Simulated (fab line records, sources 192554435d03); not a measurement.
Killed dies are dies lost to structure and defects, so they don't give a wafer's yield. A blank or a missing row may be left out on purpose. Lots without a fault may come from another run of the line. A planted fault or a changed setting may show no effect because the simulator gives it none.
fab line records | flow n5_finfet
record lots=9 wafers=25 last_day=19
route steps=1938 shown SDB@374 HKMG_FIN@387 BEOL_M4@1111 PASSIVATION@1936
lots that met no fault: from a run of the same line without faults
start_h: hours from the record's first day to the start of the lot's first wafer shown | wait_h: hours since the lot's step before | " the same as in the row above | L1.1+2: a row that stands for several wafers | - no value, or no start given | * or withheld: withheld | < > ~ a bound
route shown NAME@n: a module of which the file shows steps, and the number in the route of the first | usual: mean/standard deviation of fault-free wafers | same: alike in all rows | chamber/n: place in a boat | sites: the reading at each site | _std_site: their standard deviation | _edge_site: outer sites' mean less inner sites' | radius_mm: how far each site lies from the wafer's centre | mask NAME#n: copy n | behind: the tool/chamber that last shaped the wafer | hold: why the lot was held/for how many hours/how that ended | device: the transistor (n, p or np) that didn't switch | end of line: the same wafers' tests at the end of the route | a step without rows: its recipe alone | killed: dies lost to structure and defects at the first sort, not the wafer's yield | map: a wafer's dies, x killed, . not, _ none there
set.NAME: the setting as run; set.NAME@STEP: as run at that earlier step | model.NAME: the simulator's own value behind a step, which no gauge read
steps of the route over a sample of lots; a table a step, a row a wafer
services: from which hour (start_h, from the record's first day; less than 0 if before it) a tool's chamber was out of use, for how many hours, and why
## steps
# step N5_SDB_CMP_30
# recipe stop_on=poly-Si t_overpolish_s=1.54 post_cmp_clean=alkaline_brush down_force_psi=4.1491 platen_rpm=51.796 pad_velocity_m_s=1.0306 target_thk_nm=30
# usual motor_current_A=12.1/1.2 overpolish_run_s=1.542/0.0089 platen_rpm=51.80/0.038 time_to_endpoint_s=16.1/3
# columns lot.wafer tool chamber start_h wait_h motor_current_A overpolish_run_s platen_rpm time_to_endpoint_s
L950.2 cmp-03 2 80.75 1.4 12.0 1.541 51.77 12.2
L950.5 " 2 " " 12.4 1.541 51.79 10.1
L950.6 " 3 " " 10.6 1.549 51.83 18.8
L952.3 cmp-03 3 96.24 1.4 11.5 1.552 51.78 17.3
L952.1 " 2 " " 12.9 1.544 51.82 14.1
L952.6 " 3 " " 12.0 1.553 51.86 16.6
L953.4 cmp-03 0 99.49 1.5 12.2 1.546 51.79 9.5
L953.5 " 1 " " 14.1 1.557 51.79 15.2
L953.6 " 2 " " 12.6 1.536 51.75 12.0
L957.2 cmp-04 1 115.93 1.4 14.2 1.545 51.79 18.9
L957.3 " 2 " " 11.6 1.537 51.80 16.9
L957.6 " 1 " " 13.5 1.523 51.82 18.2
L968.5 cmp-02 3 184.31 0.2 12.6 1.554 51.83 13.3
L968.6 " 0 " " 12.3 1.537 51.86 17.4
L969.3 cmp-02 1 190.85 1.4 11.3 1.544 51.78 15.6
L969.2 " 2 " " 9.5 1.553 51.77 18.8
L969.5 " 2 " " 9.3 1.517 51.74 16.9
L970.2 cmp-02 2 198.01 1.4 9.9 1.540 51.90 20.2
L970.4 " 3 " " 12.0 1.543 51.85 15.7
L970.1 " 0 " " 12.6 1.541 51.80 19.6
L971.1 cmp-02 0 202.09 1.4 12.0 1.532 51.74 18.6
L971.3 " 1 " " 11.2 1.538 51.78 16.6
L971.5 " 1 " " 11.5 1.548 51.80 14.5
L972.4 cmp-03 2 208.66 1.5 12.3 1.539 51.76 14.2
L972.5 " 1 " " 14.7 1.523 51.78 16.5
# step N5_HKMG_FIN_HK_ANNEAL_02
# recipe temp_c=700 time_s=30 ambient=N2 idle_temp_c=600 ramp_up_c_per_s=150 ramp_down_c_per_s=60 cool_to_c=600
# usual lamp_power_pct=8.79/0.056 wafer_temp_C_max=702.9/0.71
# columns lot.wafer tool chamber start_h wait_h lamp_power_pct wafer_temp_C_max
L950.2 rtp_anneal-02 0 81.87 0.1 8.72 703.9
L950.5 " 0 " " 8.75 703.7
L950.6 " 0 " " 8.81 703.5
L952.1 rtp_anneal-02 0 97.38 0.2 8.85 704.4
L952.3 " 0 " " 8.75 702.4
L952.6 " 0 " " 8.83 701.9
L953.4 rtp_anneal-01 0 100.62 0.2 8.79 702.6
L953.5 " 0 " " 8.87 702.8
L953.6 " 0 " " 8.78 703.3
L957.2 rtp_anneal-02 0 117.13 0.1 8.78 702.5
L957.3 " 0 " " 8.88 703.3
L957.6 " 0 " " 8.75 703.0
L968.5 rtp_anneal-02 0 185.37 0.2 8.71 704.1
L968.6 " 0 " " 8.81 702.3
L969.2 rtp_anneal-02 0 192.22 0.2 8.87 702.7
L969.3 " 0 " " 8.85 702.3
L969.5 " 0 " " 8.90 702.8
L970.1 rtp_anneal-02 0 199.09 0.1 8.72 702.2
L970.2 " 0 " " 8.81 703.0
L970.4 " 0 " " 8.82 703.5
L971.1 rtp_anneal-02 0 203.28 0.1 8.83 702.7
L971.3 " 0 " " 8.78 703.6
L971.5 " 0 " " 8.79 703.1
L972.4 rtp_anneal-02 0 209.88 0.3 8.81 703.3
L972.5 " 0 " " 8.77 702.2
# step N5_HKMG_FIN_ALD_79
# recipe material=TiN target_thk_a=15 temp_c=400 ald_precursor_family=TiCl4 ald_co_reactant=NH3 pulse_time_s=1 purge_time_s=3 co_reactant_purge_time_s=2 co_reactant_pulse_time_s=2 ald_cycles=68 pressure_torr=3
# usual ald_cycles=68/0 chamber_pressure_Torr=3.000/0.0072 heater_power_w=852/100 precursor_pulse_height_rel=1.000/0.019
# columns lot.wafer tool chamber start_h wait_h ald_cycles chamber_pressure_Torr heater_power_w precursor_pulse_height_rel
L950.2 ald_metal-03 3 84.07 0.0 68 2.991 796 0.984
L950.5 " 2 " " 68 3.004 942 0.987
L950.6 " 3 " " 68 2.995 788 0.989
L952.1 ald_metal-03 3 99.60 0.0 68 3.002 784 1.003
L952.3 " 1 " " 68 2.987 929 0.995
L952.6 " 3 " " 68 3.005 795 1.024
L953.4 ald_metal-03 2 102.74 0.0 68 2.990 926 1.007
L953.5 " 0 " " 68 3.004 774 0.991
L953.6 " 1 " " 68 3.005 953 0.982
L957.2 ald_metal-01 1 119.31 0.0 68 3.002 761 1.007
L957.3 " 3 " " 68 3.003 935 1.037
L957.6 " 2 " " 68 3.003 1111 0.990
L968.5 ald_metal-03 1 187.51 0.2 68 3.007 944 1.021
L968.6 " 0 " " 68 2.997 801 1.002
L969.2 ald_metal-03 2 194.79 0.0 - - - -
L969.3 " 1 " " - - - -
L969.5 " 3 " " - - - -
L970.1 ald_metal-01 1 201.34 0.0 - - - -
L970.2 " 2 " " - - - -
L970.4 " 0 " " - - - -
L971.1 ald_metal-01 0 205.50 0.0 68 2.999 943 1.010
L971.3 " 3 " " 68 2.987 946 0.993
L971.5 " 1 " " 68 2.995 743 0.988
L972.4 ald_metal-02 0 211.96 0.0 68 2.997 687 0.995
L972.5 " 3 " " 68 2.996 864 1.003
# step N5_HKMG_FIN_CVD_62
# recipe material=a-Si target_thk_a=30 temp_c=500 precursor=Si2H6 pressure_torr=1 time_s=20.8
# usual heater_power_w=1397/110
# columns lot.wafer tool chamber start_h wait_h heater_power_w
L950.2 thermal_cvd_si-01 0 84.45 0.2 1394
L950.5 " 0 " " 1373
L950.6 " 2 " " 1211
L952.1 thermal_cvd_si-01 1 99.96 0.2 1452
L952.3 " 2 " " 1288
L952.6 " 0 " " 1391
L953.4 thermal_cvd_si-02 2 103.16 0.3 1245
L953.5 " 0 " " 1501
L953.6 " 1 " " 1458
L957.2 thermal_cvd_si-02 2 119.67 0.2 1237
L957.3 " 0 " " 1486
L957.6 " 1 " " 1426
L968.5 thermal_cvd_si-01 0 187.77 0.1 1438
L968.6 " 1 " " 1486
L969.2 thermal_cvd_si-02 1 195.15 0.2 1456
L969.3 " 0 " " 1542
L969.5 " 0 " " 1522
L970.1 thermal_cvd_si-01 1 201.70 0.2 1487
L970.2 " 0 " " 1390
L970.4 " 2 " " 1265
L971.1 thermal_cvd_si-02 2 205.86 0.2 1229
L971.3 " 0 " " 1539
L971.5 " 0 " " 1505
L972.4 thermal_cvd_si-01 1 212.37 0.2 1519
L972.5 " 2 " " 1249
# step N5_BEOL_M4_RC_MEAS_101
# usual DIBL_N=36.5/2.2 DIBL_P=36.9/2.9 EOT_N=10.51/0.093 EOT_P=10.47/0.094 IGATE_N=0.0130/0.0019 IGATE_P=0.0039/0.00055 IOFF_N=0.17/0.044 IOFF_N_LIN=0.076/0.017 IOFF_N_LONG=5.47e-05/2.6e-06 IOFF_P=0.22/0.052 IOFF_P_85C=3.8/0.76 IOFF_P_LIN=0.103/0.019 IOFF_P_LONG=0.000104/9.8e-06 ION_N=671/16 ION_P=461/10 SS_N=71.6/0.73 SS_P=73.5/0.79 VT_N=250/4.1 VT_N_LONG=275.1/2.3 VT_N_LVT=98/4.6 VT_P=-250/4.1 VT_P_LONG=-275/3.1 VT_P_LVT=-98/4
# columns lot.wafer tool chamber start_h wait_h DIBL_N[mV/V] DIBL_P[mV/V] EOT_N EOT_P IGATE_N[nA/um] IGATE_P[nA/um] IOFF_N[nA/um] IOFF_N_LIN[nA/um] IOFF_N_LONG[nA/um] IOFF_P[nA/um] IOFF_P_85C[nA/um] IOFF_P_LIN[nA/um] IOFF_P_LONG[nA/um] ION_N[uA/um] ION_P[uA/um] SS_N[mV/dec] SS_P[mV/dec] VT_N[mV] VT_N_LONG[mV] VT_N_LVT[mV] VT_P[mV] VT_P_LONG[mV] VT_P_LVT[mV]
L950.2 prober-02 0 196.53 0.2 35.9 36.2 10.50 10.41 0.0128 0.0039 0.15 0.072 5.47e-05 0.21 3.8 0.103 0.000116 666 459 70.7 73.0 249 272.8 100 -249 -274 -98
L950.5 " 0 " " 36.7 36.3 10.47 10.47 0.0125 0.0038 0.15 0.071 5.57e-05 0.20 3.6 0.096 0.000113 656 453 71.3 73.7 250 273.7 101 -252 -275 -99
L950.6 " 0 " " 35.2 36.0 10.49 10.45 0.0132 0.0040 0.14 0.065 5.5e-05 0.21 3.8 0.101 0.000107 664 461 71.9 73.2 253 278.4 102 -248 -274 -98
L952.1 prober-01 0 207.00 0.0 37.2 35.2 10.59 10.45 0.0108 0.0033 0.16 0.067 5.35e-05 0.19 3.4 0.092 0.000104 653 439 72.2 72.8 253 276.4 102 -253 -275 -101
L952.3 " 0 " " 35.6 36.2 10.63 10.60 0.0106 0.0032 0.14 0.066 5.2e-05 0.22 3.8 0.104 0.000115 658 462 71.2 72.7 254 277.0 101 -250 -275 -98
L952.6 " 0 " " 36.1 35.9 10.60 10.49 0.0116 0.0035 0.15 0.069 5.4e-05 0.22 3.7 0.101 0.000107 670 457 71.4 73.2 253 275.9 100 -251 -276 -99
L953.4 prober-02 0 209.55 0.5 35.4 33.8 10.35 10.44 0.0127 0.0039 0.14 0.057 5.37e-05 0.16 2.8 0.080 0.000109 645 443 71.9 72.2 251 274.8 104 -253 -273 -102
L953.5 " 0 " " 36.6 36.8 10.55 10.51 0.0121 0.0037 0.15 0.067 5.25e-05 0.21 3.6 0.099 0.000104 653 449 72.1 73.5 252 272.7 101 -249 -272 -100
L953.6 " 0 " " 31.5 31.6 10.51 10.46 0.0118 0.0036 0.09 0.045 5.32e-05 0.14 2.5 0.074 9.9e-05 640 446 70.9 71.8 257 274.5 108 -253 -275 -104
L957.2 prober-01 0 242.80 0.2 35.8 35.2 10.29 10.36 0.0174 0.0052 0.14 0.065 5.47e-05 0.19 3.2 0.087 0.000107 670 454 71.9 73.4 253 275.7 104 -253 -278 -103
L957.3 " 0 " " 37.1 38.6 10.53 10.53 0.0119 0.0036 0.16 0.075 5.15e-05 0.24 4.1 0.105 8.9e-05 652 453 72.5 73.8 248 277.2 100 -250 -275 -101
L957.6 " 0 " " 34.8 32.0 10.53 10.44 0.0118 0.0035 0.13 0.052 5.5e-05 0.14 2.6 0.072 0.0001 638 436 72.4 72.6 258 278.1 107 -258 -277 -106
L968.5 prober-02 0 297.47 0.6 34.6 34.3 10.57 10.62 0.0115 0.0035 0.13 0.059 5.75e-05 0.16 3.0 0.082 0.000101 652 445 71.5 72.7 253 271.7 100 -253 -274 -101
L968.6 " 0 " " 36.5 37.3 10.66 10.56 0.0103 0.0031 0.18 0.082 5.81e-05 0.20 3.5 0.097 0.000105 669 453 71.7 73.7 245 270.4 94 -250 -276 -99
L969.2 prober-02 0 315.73 0.2 34.0 32.8 9.94 9.76 0.0824 0.0259 0.05 0.021 3.66e-05 0.01 0.2 0.004 5.4e-05 594 315 72.7 76.2 290 308.5 138 -348 -370 -198
L969.3 " 0 " " 34.7 35.2 9.95 9.90 0.0662 0.0206 0.05 0.023 3.36e-05 0.01 0.3 0.004 5.7e-05 604 318 73.5 76.5 286 310.7 135 -348 -372 -196
L969.5 " 0 " " 39.5 39.8 10.01 9.87 0.0650 0.0204 0.09 0.035 3.63e-05 0.01 0.3 0.005 4.6e-05 616 319 74.1 78.0 281 316.0 128 -343 -374 -193
L971.1 prober-01 0 317.82 0.0 35.3 35.5 10.39 10.39 0.0150 0.0045 0.14 0.067 5.28e-05 0.18 3.3 0.087 9.6e-05 666 461 70.9 73.1 250 275.8 99 -252 -277 -100
L971.3 " 0 " " 38.1 38.7 10.44 10.46 0.0132 0.0039 0.18 0.080 5.38e-05 0.23 3.9 0.102 9.8e-05 674 463 71.7 74.3 247 275.2 96 -249 -274 -97
L971.5 " 0 " " 37.8 39.4 10.48 10.30 0.0126 0.0037 0.17 0.078 5.33e-05 0.25 4.2 0.108 9.6e-05 668 461 71.4 74.4 248 278.2 97 -252 -275 -96
L970.1 prober-02 0 318.22 0.0 36.9 36.1 10.07 9.90 0.0548 0.0169 0.05 0.020 2.87e-05 0.01 0.3 0.003 3.8e-05 564 289 73.2 77.3 291 314.8 141 -358 -383 -209
L970.2 " 0 " " 33.7 32.0 10.22 10.04 0.0490 0.0153 0.03 0.014 2.9e-05 0.01 0.2 0.003 4.3e-05 555 287 72.8 76.0 299 316.3 148 -358 -383 -214
L970.4 " 0 " " 34.9 32.8 10.13 10.09 0.0578 0.0180 0.03 0.016 2.95e-05 0.00 0.2 0.002 3.8e-05 569 289 73.1 76.1 296 317.7 145 -361 -382 -211
L972.4 prober-01 0 340.80 0.5 40.2 42.9 10.44 10.48 0.0138 0.0042 0.23 0.099 5.4e-05 0.29 4.9 0.128 9.7e-05 669 456 72.3 74.7 248 276.3 95 -247 -274 -97
L972.5 " 0 " " 42.3 44.0 10.33 10.39 0.0175 0.0054 0.28 0.115 5.53e-05 0.33 5.3 0.139 9.7e-05 702 471 73.4 75.0 242 276.1 94 -243 -276 -95
# step N5_PASSIVATION_PROBE_49
# usual defect_limited_yield=91.3/1.4 killed_at_M0_to_M3=36/10 killed_at_M4_up=13/5.4 killed_at_contacts=12/5.3 killed_at_front_end=39/10 killed_at_other=3.2/2.7 killed_dies=103/16 killed_on_rim=13/4 killed_open=68/13 killed_short=33/6.6 sort_bin_4_leakage=0.01/0.031 sort_bin_5_function=5.1/0.92 sort_bin_6_memory=3.3/0.68 sort_bin_8_speed=0.1/0.41 sort_n_pass=1077/17 sort_yield_pct=91.2/1.4
# same gross_dies=1180 killed_at_back_side=0
# columns lot.wafer tool chamber start_h wait_h defect_limited_yield[%] killed_at_M0_to_M3 killed_at_M4_up killed_at_contacts killed_at_front_end killed_at_other killed_dies killed_on_rim killed_open killed_short sort_bin_4_leakage[%] sort_bin_5_function[%] sort_bin_6_memory[%] sort_bin_8_speed[%] sort_n_pass sort_yield_pct[%]
L957.2 prober-01 - 349.54 0.8 88.6 43 12 20 58 2 135 11 95 39 0 7.3 3.9 0 1045 88.6
L957.3 prober-01 - 349.59 0.9 90.8 31 11 5 56 6 109 13 64 42 0 5.4 3.6 0 1071 90.8
L957.6 prober-01 - 349.74 1.0 91.3 30 7 6 60 0 103 11 70 31 0 5.2 3.1 4.6 1023 86.7
L968.5 prober-02 - 412.34 0.2 90.8 30 10 16 48 4 108 18 70 38 0 5.0 3.6 0 1072 90.8
L968.6 prober-02 - 412.39 0.3 90.0 34 19 12 48 5 118 17 83 35 0 5.5 4.2 0 1062 90.0
L969.2 prober-01 - 429.97 0.1 61.4 23 25 3 404 1 456 124 61 27 0 35.9 2.3 61.4 0 0
L969.3 prober-01 - 430.02 0.1 60.0 50 12 1 407 2 472 110 66 37 0 36.6 3.1 60.0 0 0
L969.5 prober-01 - 430.12 0.2 60.5 39 31 6 388 2 466 121 70 41 0 35.3 4.0 60.5 0 0
L970.1 prober-01 - 430.72 0.0 59.1 36 6 5 432 4 483 22 52 36 0 37.5 2.9 59.1 0 0
L970.2 prober-01 - 430.77 0.1 57.1 49 12 8 434 3 506 99 74 36 0 38.1 3.2 57.1 0 0
L970.4 prober-01 - 430.87 0.2 60.3 17 11 7 431 3 469 128 49 25 0 37.7 1.9 60.3 0 0
L971.1 prober-01 - 432.40 0.0 90.7 44 10 16 36 4 110 14 76 33 0 5.1 4.0 0 1070 90.7
L971.3 prober-01 - 432.50 0.1 90.3 27 11 18 52 6 114 16 73 41 0 6.0 3.4 0 1066 90.3
L971.5 prober-01 - 432.60 0.2 88.6 35 15 11 68 5 134 16 97 37 0 7.3 3.7 0 1046 88.6
# killed by level:class
L957.2 FIN_SAQP:geometric_particle:open=17 MOL_CONTACT_COAG:geometric_particle:open=16 BEOL_M2:geometric_particle:open=13 STI_FIN_REVEAL:geometric_particle:open=9 BEOL_M3:geometric_particle:open=9 FIN_SAQP:geometric_particle:short=6 BEOL_M4:geometric_particle:open=6 DUMMY_GATE:geometric_particle:open=4
L957.3 FIN_SAQP:geometric_particle:open=10 GATE_CUT:geometric_particle:short=8 ILD0:geometric_particle:open=8 BEOL_M2:geometric_particle:open=7 FIN_SAQP:geometric_particle:short=6 BEOL_M1:geometric_particle:open=6 STI_FIN_REVEAL:geometric_particle:open=5 BEOL_M0_SAQP:geometric_particle:short=5
L957.6 FIN_SAQP:geometric_particle:open=25 FIN_SAQP:geometric_particle:short=10 MOL_CONTACT_COAG:geometric_particle:open=6 BEOL_M3:geometric_particle:open=6 BEOL_M0_SAQP:geometric_particle:short=5 BEOL_M1:geometric_particle:open=5 BEOL_M2:geometric_particle:open=5 BEOL_M0_SAQP:geometric_particle:open=4
L968.5 STI_FIN_REVEAL:geometric_particle:open=14 MOL_CONTACT_COAG:geometric_particle:open=14 BEOL_M1:geometric_particle:open=8 FIN_SAQP:geometric_particle:short=7 FIN_SAQP:geometric_particle:open=6 BEOL_M0_SAQP:geometric_particle:short=6 BEOL_M0_SAQP:geometric_particle:open=5 ILD0:geometric_particle:short=4
L968.6 STI_FIN_REVEAL:geometric_particle:open=14 FIN_SAQP:geometric_particle:short=12 MOL_CONTACT_COAG:geometric_particle:open=12 FIN_SAQP:geometric_particle:open=11 BEOL_M4:geometric_particle:open=11 BEOL_M0_SAQP:geometric_particle:open=7 BEOL_M1:geometric_particle:open=7 BEOL_M0_SAQP:geometric_particle:short=5
L969.2 HKMG_FIN:area_ald=367 BEOL_M4:geometric_particle:open=14 STI_FIN_REVEAL:geometric_particle:open=13 BEOL_M0_SAQP:geometric_particle:short=8 FIN_SAQP:geometric_particle:open=7 BEOL_M5:geometric_particle:open=5 DUMMY_GATE:geometric_particle:open=4 BEOL_M0_SAQP:geometric_particle:open=4
L969.3 HKMG_FIN:area_ald=367 BEOL_M3:geometric_particle:open=12 BEOL_M1:geometric_particle:short=7 STI_FIN_REVEAL:geometric_particle:open=6 BEOL_M0_SAQP:geometric_particle:open=6 BEOL_M0_SAQP:geometric_particle:short=6 BEOL_M0:geometric_particle:open=6 BEOL_M1:geometric_particle:open=5
L969.5 HKMG_FIN:area_ald=355 BEOL_M2:geometric_particle:open=16 BEOL_M4:geometric_particle:open=16 FIN_SAQP:geometric_particle:open=8 FIN_SAQP:geometric_particle:short=8 BEOL_M0_SAQP:geometric_particle:open=8 MOL_CONTACT_COAG:geometric_particle:open=4 BEOL_M0_SAQP:geometric_particle:short=4
L970.1 HKMG_FIN:area_ald=395 BEOL_M0_SAQP:geometric_particle:short=13 FIN_SAQP:geometric_particle:open=11 BEOL_M0_SAQP:geometric_particle:open=10 ILD0:geometric_particle:short=7 BEOL_M1:geometric_particle:open=7 FIN_SAQP:geometric_particle:short=4 DUMMY_GATE:geometric_particle:open=4
L970.2 HKMG_FIN:area_ald=384 BEOL_M0_SAQP:geometric_particle:short=15 BEOL_M0_SAQP:geometric_particle:open=12 STI_FIN_REVEAL:geometric_particle:open=11 HKMG_FIN:area_etch=11 MOL_CONTACT_COAG:geometric_particle:open=8 BEOL_M1:geometric_particle:open=8 FIN_SAQP:geometric_particle:open=7
L970.4 HKMG_FIN:area_ald=394 FIN_SAQP:geometric_particle:open=8 ILD0:geometric_particle:open=6 STARTING-WAFER:geometric_particle:open=6 BEOL_M0_SAQP:geometric_particle:short=5 MOL_CONTACT_COAG:geometric_particle:open=5 BEOL_M2:geometric_particle:open=5 ILD0:geometric_particle:short=4
L971.1 STI_FIN_REVEAL:geometric_particle:open=15 MOL_CONTACT_COAG:geometric_particle:open=12 BEOL_M2:geometric_particle:open=11 BEOL_M0_SAQP:geometric_particle:open=8 BEOL_M1:geometric_particle:open=7 BEOL_M0_SAQP:geometric_particle:short=5 MOL_CONTACT_COAG:geometric_particle:short=4 BEOL_M3:geometric_particle:open=4
L971.3 STI_FIN_REVEAL:geometric_particle:open=16 MOL_CONTACT_COAG:geometric_particle:open=13 FIN_SAQP:geometric_particle:open=6 BEOL_M1:geometric_particle:open=6 BEOL_M2:geometric_particle:open=6 BEOL_M3:geometric_particle:open=6 FIN_SAQP:geometric_particle:short=5 GATE_CUT:geometric_particle:short=5
L971.5 STI_FIN_REVEAL:geometric_particle:open=29 BEOL_M3:geometric_particle:open=12 BEOL_M1:geometric_particle:open=9 STI_FIN_REVEAL:geometric_particle:short=8 MOL_CONTACT_COAG:geometric_particle:open=8 FIN_SAQP:geometric_particle:open=6 BEOL_M2:geometric_particle:open=5 BEOL_M4:geometric_particle:open=4
## services
# columns tool chamber start_h hours kind
cmp-04 - 59.94 0.6 repair
ald_metal-03 0 69.48 4.2 repair
rtp_anneal-01 - 83.50 4.2 pm
cmp-04 - 89.26 4.1 pm
cmp-02 - 92.92 8.0 repair
cmp-02 - 103.92 0.5 repair
thermal_cvd_si-02 - 113.19 2.8 pm
thermal_cvd_si-01 1 115.22 6.9 repair
thermal_cvd_si-02 0 120.35 12.3 repair
ald_metal-02 - 136.53 2.8 pm
cmp-03 - 151.95 0.4 repair
thermal_cvd_si-02 - 156.47 0.5 repair
cmp-02 - 157.98 0.8 repair
thermal_cvd_si-02 2 180.66 10.7 repair
thermal_cvd_si-01 1 192.05 3.0 repair
cmp-03 - 194.07 0.9 repair
thermal_cvd_si-02 1 199.13 17.4 repair
ald_metal-03 2 203.26 5.1 repair
## key
first_sign step=N5_HKMG_FIN_ALD_79 reading=tool_record direction=missing
effect step=N5_BEOL_M4_RC_MEAS_101 reading=VT_P_LONG direction=down sigmas=33 usual=-275 struck=-377
effect step=N5_BEOL_M4_RC_MEAS_101 reading=IGATE_P direction=up sigmas=28 usual=0.0039 struck=0.0195
effect step=N5_BEOL_M4_RC_MEAS_101 reading=VT_P_LVT direction=down sigmas=26 usual=-98 struck=-204
effect step=N5_BEOL_M4_RC_MEAS_101 reading=IGATE_N direction=up sigmas=26 usual=0.0130 struck=0.0625
effect step=N5_BEOL_M4_RC_MEAS_101 reading=VT_P direction=down sigmas=25 usual=-250 struck=-353
effect step=N5_BEOL_M4_RC_MEAS_101 reading=VT_N_LONG direction=up sigmas=17 usual=275.1 struck=314.0
effect step=N5_BEOL_M4_RC_MEAS_101 reading=ION_P direction=down sigmas=15 usual=461 struck=303
effect step=N5_BEOL_M4_RC_MEAS_101 reading=VT_N direction=up sigmas=9.8 usual=250 struck=290
effect step=N5_BEOL_M4_RC_MEAS_101 reading=VT_N_LVT direction=up sigmas=8.9 usual=98 struck=139
effect step=N5_BEOL_M4_RC_MEAS_101 reading=IOFF_N_LONG direction=down sigmas=8.6 usual=5.47e-05 struck=3.23e-05
effect step=N5_BEOL_M4_RC_MEAS_101 reading=IOFF_P_LONG direction=down sigmas=5.9 usual=0.000104 struck=4.6e-05
effect step=N5_BEOL_M4_RC_MEAS_101 reading=EOT_P direction=down sigmas=5.7 usual=10.47 struck=9.93
effect step=N5_PASSIVATION_PROBE_49 reading=sort_bin_8_speed direction=up sigmas=99+ usual=0.1 struck=59.7
more_kills_born_at N5_HKMG_FIN_ALD_79@ald_metal-01=1173 N5_HKMG_FIN_ALD_79@ald_metal-03=1089
met_at N5_HKMG_FIN_ALD_79
struck_lots L969,L970
baseline_loss step=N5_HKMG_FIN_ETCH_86 wafers=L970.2
not_acting_at N5_SDB_CMP_30,N5_HKMG_FIN_HK_ANNEAL_02,N5_HKMG_FIN_CVD_62
onset_between 187.51 194.79
fault kind=skipped_step_whole tool=ald_metal-01,ald_metal-03 chamber=- onset_h=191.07 steps=N5_HKMG_FIN_ALD_79 scope=struck_lots_only
# baseline_loss: these wafers lose ten dies or more at that step, a loss of the line's own and not of a fault; the sort's usual values leave them out
